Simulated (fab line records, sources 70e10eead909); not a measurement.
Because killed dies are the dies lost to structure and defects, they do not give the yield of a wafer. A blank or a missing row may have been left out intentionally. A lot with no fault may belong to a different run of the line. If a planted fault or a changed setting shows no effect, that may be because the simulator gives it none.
Which of the tools did it? || flow nand_harc || Sampling: 12 lots, 36 wafers, 5 of 1302 route steps

## WHAT EACH GAUGE READ, for each wafer
NHARC_P_ZERO_WELL_CD_MEAS_24 targets a cd of 720 nm. Usual: cd_nm reads 720.5 nm (standard deviation 2.1).
{"lot": "L199", "measured": "day 1 23:01", "on": "cd_sem-02", "cd_nm (nm)": "719.9 720.3 718.3", "flag": ""}
{"lot": "L202", "measured": "day 3 04:29", "on": "cd_sem-03", "cd_nm (nm)": "708.1 708.8 706.9", "flag": "OFF"}
{"lot": "L203", "measured": "day 3 14:34", "on": "cd_sem-03", "cd_nm (nm)": "720.3 720.4 720.9", "flag": ""}
{"lot": "L205", "measured": "day 4 10:31", "on": "cd_sem-01", "cd_nm (nm)": "721.0 720.2 721.6", "flag": ""}
{"lot": "L211", "measured": "day 6 22:40", "on": "cd_sem-01", "cd_nm (nm)": "718.9 721.5 724.6", "flag": ""}
{"lot": "L212", "measured": "day 7 08:23", "on": "cd_sem-01", "cd_nm (nm)": "724.0 718.3 719.5", "flag": ""}
{"lot": "L213", "measured": "day 7 18:32", "on": "cd_sem-01", "cd_nm (nm)": "719.6 722.2 719.8", "flag": ""}
{"lot": "L214", "measured": "day 8 05:58", "on": "cd_sem-01", "cd_nm (nm)": "717.8 723.3 719.3", "flag": ""}
{"lot": "L215", "measured": "day 8 14:30", "on": "cd_sem-01", "cd_nm (nm)": "716.9 718.9 718.9", "flag": ""}
{"lot": "L216", "measured": "day 9 00:28", "on": "cd_sem-02", "cd_nm (nm)": "720.7 719.4 719.0", "flag": ""}
{"lot": "L217", "measured": "day 9 10:37", "on": "cd_sem-01", "cd_nm (nm)": "719.5 721.7 724.6", "flag": ""}
{"lot": "L219", "measured": "day 10 06:28", "on": "cd_sem-01", "cd_nm (nm)": "721.9 719.0 719.4", "flag": ""}

NHARC_P_STI_INSPECT_25. Usual: raw_defect_count reads 226 (standard deviation 88).
{"lot": "L199", "measured": "day 4 08:07", "on": "defect_inspect-02", "raw_defect_count": "619 285 277", "flag": ""}
{"lot": "L202", "measured": "day 5 05:11", "on": "defect_inspect-02", "raw_defect_count": "292 196 272", "flag": ""}
{"lot": "L203", "measured": "day 5 13:29", "on": "defect_inspect-02", "raw_defect_count": "261 177 239", "flag": ""}
{"lot": "L205", "measured": "day 6 13:58", "on": "defect_inspect-02", "raw_defect_count": "108 118 138", "flag": ""}
{"lot": "L211", "measured": "day 8 21:47", "on": "defect_inspect-01", "raw_defect_count": "99 200 273", "flag": ""}
{"lot": "L212", "measured": "day 9 07:32", "on": "defect_inspect-01", "raw_defect_count": "282 283 344", "flag": ""}
{"lot": "L213", "measured": "day 10 00:26", "on": "defect_inspect-02", "raw_defect_count": "123 171 150", "flag": ""}
{"lot": "L214", "measured": "day 10 05:02", "on": "defect_inspect-02", "raw_defect_count": "134 149 129", "flag": ""}
{"lot": "L215", "measured": "day 10 17:14", "on": "defect_inspect-01", "raw_defect_count": "181 162 200", "flag": ""}
{"lot": "L216", "measured": "day 11 05:14", "on": "defect_inspect-01", "raw_defect_count": "187 171 267", "flag": ""}
{"lot": "L217", "measured": "day 11 20:41", "on": "defect_inspect-01", "raw_defect_count": "158 115 145", "flag": ""}
{"lot": "L219", "measured": "day 12 07:41", "on": "defect_inspect-02", "raw_defect_count": "590 332 507", "flag": ""}

## EACH LOT AND THE TOOL THAT RAN IT (in order: tool; ch and the chambers of the sampled wafers; start)
{"lot": "L199", "NHARC_P_ZERO_WELL_EXPOSE_21": "krf_scanner-02 ch 0, day 1 22:52", "NHARC_P_ZERO_WELL_DESCUM_26": "rie_diel-11 ch 0,1,3, day 1 23:11", "NHARC_P_STI_CMP_21": "cmp-04 ch 1,2,3, day 4 00:22"}
{"lot": "L202", "NHARC_P_ZERO_WELL_EXPOSE_21": "krf_scanner-04 ch 0, day 3 04:20", "NHARC_P_ZERO_WELL_DESCUM_26": "rie_diel-11 ch 0,1,3, day 3 04:38", "NHARC_P_STI_CMP_21": "cmp-04 ch 0,1,3, day 4 21:25"}
{"lot": "L203", "NHARC_P_ZERO_WELL_EXPOSE_21": "krf_scanner-04 ch 0, day 3 14:25", "NHARC_P_ZERO_WELL_DESCUM_26": "rie_diel-11 ch 0,1,2, day 3 14:46", "NHARC_P_STI_CMP_21": "cmp-01 ch 1,3, day 5 05:44"}
{"lot": "L205", "NHARC_P_ZERO_WELL_EXPOSE_21": "krf_scanner-01 ch 0, day 4 10:22", "NHARC_P_ZERO_WELL_DESCUM_26": "rie_diel-06 ch 1,2,3, day 4 10:41", "NHARC_P_STI_CMP_21": "cmp-04 ch 1,3, day 6 05:17"}
{"lot": "L211", "NHARC_P_ZERO_WELL_EXPOSE_21": "krf_scanner-04 ch 0, day 6 22:31", "NHARC_P_ZERO_WELL_DESCUM_26": "rie_diel-11 ch 1,3, day 6 22:50", "NHARC_P_STI_CMP_21": "cmp-04 ch 1,2,3, day 8 14:03"}
{"lot": "L212", "NHARC_P_ZERO_WELL_EXPOSE_21": "krf_scanner-04 ch 0, day 7 08:13", "NHARC_P_ZERO_WELL_DESCUM_26": "rie_diel-06 ch 0,2,3, day 7 08:34", "NHARC_P_STI_CMP_21": "cmp-04 ch 0,3, day 8 23:06"}
{"lot": "L213", "NHARC_P_ZERO_WELL_EXPOSE_21": "krf_scanner-04 ch 0, day 7 18:22", "NHARC_P_ZERO_WELL_DESCUM_26": "rie_diel-01 ch 1,3, day 7 18:42", "NHARC_P_STI_CMP_21": "cmp-04 ch 0,3, day 9 15:02"}
{"lot": "L214", "NHARC_P_ZERO_WELL_EXPOSE_21": "krf_scanner-01 ch 0, day 8 05:49", "NHARC_P_ZERO_WELL_DESCUM_26": "rie_diel-06 ch 0,1,2, day 8 06:10", "NHARC_P_STI_CMP_21": "cmp-01 ch 2,3, day 9 20:49"}
{"lot": "L215", "NHARC_P_ZERO_WELL_EXPOSE_21": "krf_scanner-01 ch 0, day 8 14:21", "NHARC_P_ZERO_WELL_DESCUM_26": "rie_diel-06 ch 1,3, day 8 14:39", "NHARC_P_STI_CMP_21": "cmp-02 ch 0,1,2, day 10 08:46"}
{"lot": "L216", "NHARC_P_ZERO_WELL_EXPOSE_21": "krf_scanner-01 ch 0, day 9 00:19", "NHARC_P_ZERO_WELL_DESCUM_26": "rie_diel-11 ch 1,3, day 9 00:40", "NHARC_P_STI_CMP_21": "cmp-01 ch 0,1, day 10 20:46"}
{"lot": "L217", "NHARC_P_ZERO_WELL_EXPOSE_21": "krf_scanner-04 ch 0, day 9 10:27", "NHARC_P_ZERO_WELL_DESCUM_26": "rie_diel-11 ch 0,1,2, day 9 10:46", "NHARC_P_STI_CMP_21": "cmp-04 ch 0,1,3, day 11 10:23"}
{"lot": "L219", "NHARC_P_ZERO_WELL_EXPOSE_21": "krf_scanner-01 ch 0, day 10 06:18", "NHARC_P_ZERO_WELL_DESCUM_26": "rie_diel-01 ch 1,2,3, day 10 06:37", "NHARC_P_STI_CMP_21": "cmp-04 ch 0,1,3, day 11 23:16"}
- NHARC_P_ZERO_WELL_EXPOSE_21: exposes mask P NWELL, target cd 720 nm.
- NHARC_P_ZERO_WELL_DESCUM_26: chemistry O2, time 3 s.
- NHARC_P_STI_CMP_21: polishes, t overpolish 20 s, target thk 380.67 nm.

## WHAT THE TOOLS THEMSELVES READ (means of the sampled wafers that have a number; where no wafer has one, the mark that the record gives instead)
NHARC_P_ZERO_WELL_DESCUM_26. Usual: drypump_motor_current_A 5.5 A, standard deviation 0.49; oes_product_au 1.002 a.u., standard deviation 0.013; rf_vpp_V 57.6 V, standard deviation 0.91; showerhead_plenum_p_Torr 1.87 Torr, standard deviation 0.071; throttle_valve_pct 11.312 %, standard deviation 0.0092.
{"lot": "L199", "tool": "rie_diel-11", "drypump_motor_current_A (A)": 5.0, "oes_product_au (a.u.)": 1.007, "rf_vpp_V (V)": 57.6, "showerhead_plenum_p_Torr (Torr)": 1.88, "throttle_valve_pct (%)": 11.316, "flag": ""}
{"lot": "L202", "tool": "rie_diel-11", "drypump_motor_current_A (A)": 5.0, "oes_product_au (a.u.)": 1.006, "rf_vpp_V (V)": 57.6, "showerhead_plenum_p_Torr (Torr)": 1.87, "throttle_valve_pct (%)": 11.303, "flag": ""}
{"lot": "L203", "tool": "rie_diel-11", "drypump_motor_current_A (A)": 5.2, "oes_product_au (a.u.)": 1.002, "rf_vpp_V (V)": 57.0, "showerhead_plenum_p_Torr (Torr)": 1.88, "throttle_valve_pct (%)": 11.301, "flag": ""}
{"lot": "L205", "tool": "rie_diel-06", "drypump_motor_current_A (A)": 5.8, "oes_product_au (a.u.)": 1.010, "rf_vpp_V (V)": 57.6, "showerhead_plenum_p_Torr (Torr)": 1.84, "throttle_valve_pct (%)": 11.306, "flag": ""}
{"lot": "L211", "tool": "rie_diel-11", "drypump_motor_current_A (A)": 5.3, "oes_product_au (a.u.)": 0.998, "rf_vpp_V (V)": 58.2, "showerhead_plenum_p_Torr (Torr)": 1.87, "throttle_valve_pct (%)": 11.307, "flag": ""}
{"lot": "L212", "tool": "rie_diel-06", "drypump_motor_current_A (A)": 5.7, "oes_product_au (a.u.)": 1.006, "rf_vpp_V (V)": 58.2, "showerhead_plenum_p_Torr (Torr)": 1.84, "throttle_valve_pct (%)": 11.314, "flag": ""}
{"lot": "L213", "tool": "rie_diel-01", "drypump_motor_current_A (A)": 5.6, "oes_product_au (a.u.)": 0.983, "rf_vpp_V (V)": 58.1, "showerhead_plenum_p_Torr (Torr)": 1.87, "throttle_valve_pct (%)": 11.304, "flag": ""}
{"lot": "L214", "tool": "rie_diel-06", "drypump_motor_current_A (A)": 5.7, "oes_product_au (a.u.)": 1.004, "rf_vpp_V (V)": 57.8, "showerhead_plenum_p_Torr (Torr)": 1.84, "throttle_valve_pct (%)": 11.312, "flag": ""}
{"lot": "L215", "tool": "rie_diel-06", "drypump_motor_current_A (A)": 5.9, "oes_product_au (a.u.)": 1.004, "rf_vpp_V (V)": 57.0, "showerhead_plenum_p_Torr (Torr)": 1.79, "throttle_valve_pct (%)": 11.310, "flag": ""}
{"lot": "L216", "tool": "rie_diel-11", "drypump_motor_current_A (A)": 5.3, "oes_product_au (a.u.)": 0.999, "rf_vpp_V (V)": 58.0, "showerhead_plenum_p_Torr (Torr)": 1.86, "throttle_valve_pct (%)": 11.320, "flag": ""}
{"lot": "L217", "tool": "rie_diel-11", "drypump_motor_current_A (A)": 5.2, "oes_product_au (a.u.)": 1.001, "rf_vpp_V (V)": 57.7, "showerhead_plenum_p_Torr (Torr)": 1.87, "throttle_valve_pct (%)": 11.313, "flag": ""}
{"lot": "L219", "tool": "rie_diel-01", "drypump_motor_current_A (A)": 5.9, "oes_product_au (a.u.)": 0.998, "rf_vpp_V (V)": 57.9, "showerhead_plenum_p_Torr (Torr)": 1.91, "throttle_valve_pct (%)": 11.313, "flag": ""}

NHARC_P_STI_CMP_21. Usual: edge_zone_pressure_frac 1.000, standard deviation 0.0049; motor_current_A 12.2 A, standard deviation 1.2; overpolish_run_s 20.001 s, standard deviation 0.0096; slurry_filter_dp_kPa 13.50 kPa, standard deviation 0.15.
{"lot": "L199", "tool": "cmp-04", "edge_zone_pressure_frac": 1.004, "motor_current_A (A)": 11.9, "overpolish_run_s (s)": 20.007, "slurry_filter_dp_kPa (kPa)": 13.55, "flag": ""}
{"lot": "L202", "tool": "cmp-04", "edge_zone_pressure_frac": 1.003, "motor_current_A (A)": 11.8, "overpolish_run_s (s)": 19.995, "slurry_filter_dp_kPa (kPa)": 13.70, "flag": ""}
{"lot": "L203", "tool": "cmp-01", "edge_zone_pressure_frac": 0.997, "motor_current_A (A)": 13.3, "overpolish_run_s (s)": 20.001, "slurry_filter_dp_kPa (kPa)": 13.56, "flag": ""}
{"lot": "L205", "tool": "cmp-04", "edge_zone_pressure_frac": 1.000, "motor_current_A (A)": 12.7, "overpolish_run_s (s)": 19.997, "slurry_filter_dp_kPa (kPa)": 13.62, "flag": ""}
{"lot": "L211", "tool": "cmp-04", "edge_zone_pressure_frac": 1.002, "motor_current_A (A)": 11.8, "overpolish_run_s (s)": 20.005, "slurry_filter_dp_kPa (kPa)": 13.55, "flag": ""}
{"lot": "L212", "tool": "cmp-04", "edge_zone_pressure_frac": 1.001, "motor_current_A (A)": 11.5, "overpolish_run_s (s)": 20.001, "slurry_filter_dp_kPa (kPa)": 13.46, "flag": ""}
{"lot": "L213", "tool": "cmp-04", "edge_zone_pressure_frac": 0.996, "motor_current_A (A)": 11.2, "overpolish_run_s (s)": 20.001, "slurry_filter_dp_kPa (kPa)": 13.42, "flag": ""}
{"lot": "L214", "tool": "cmp-01", "edge_zone_pressure_frac": 0.997, "motor_current_A (A)": 12.2, "overpolish_run_s (s)": 20.003, "slurry_filter_dp_kPa (kPa)": 13.31, "flag": ""}
{"lot": "L215", "tool": "cmp-02", "edge_zone_pressure_frac": 1.004, "motor_current_A (A)": 12.6, "overpolish_run_s (s)": 20.001, "slurry_filter_dp_kPa (kPa)": 13.54, "flag": ""}
{"lot": "L216", "tool": "cmp-01", "edge_zone_pressure_frac": 0.999, "motor_current_A (A)": 11.6, "overpolish_run_s (s)": 19.988, "slurry_filter_dp_kPa (kPa)": 13.55, "flag": ""}
{"lot": "L217", "tool": "cmp-04", "edge_zone_pressure_frac": 1.000, "motor_current_A (A)": 12.0, "overpolish_run_s (s)": 19.997, "slurry_filter_dp_kPa (kPa)": 13.55, "flag": ""}
{"lot": "L219", "tool": "cmp-04", "edge_zone_pressure_frac": 1.002, "motor_current_A (A)": 11.7, "overpolish_run_s (s)": 20.004, "slurry_filter_dp_kPa (kPa)": 13.54, "flag": ""}

## THE ANSWER, worked out from the rows above alone
Rule: lot off if the mean of its wafers having a number is beyond 3 standard deviations from the usual mean. A lot without any number at a reading at which 4 lots or more have one is off too. All remaining lots with rows at the step are treated as sound. After the gauges, taken in route order, come the tools' own readings; for these a lot's mean is taken, as printed above. The first step at which some lot is off is used, and at that step the reading that is off furthest; a lot without a number counts as furthest.
Off at NHARC_P_ZERO_WELL_CD_MEAS_24 (cd_nm): L202.
If a tool, at a process step before that reading, ran all the lots that are off and no sound lot after the first of them, it fits. Gauges at NHARC_P_ZERO_WELL_CD_MEAS_24: tried the same way as those tools. Of those tried, none fits.

## WHAT THE SIMULATOR HAD INSERTED
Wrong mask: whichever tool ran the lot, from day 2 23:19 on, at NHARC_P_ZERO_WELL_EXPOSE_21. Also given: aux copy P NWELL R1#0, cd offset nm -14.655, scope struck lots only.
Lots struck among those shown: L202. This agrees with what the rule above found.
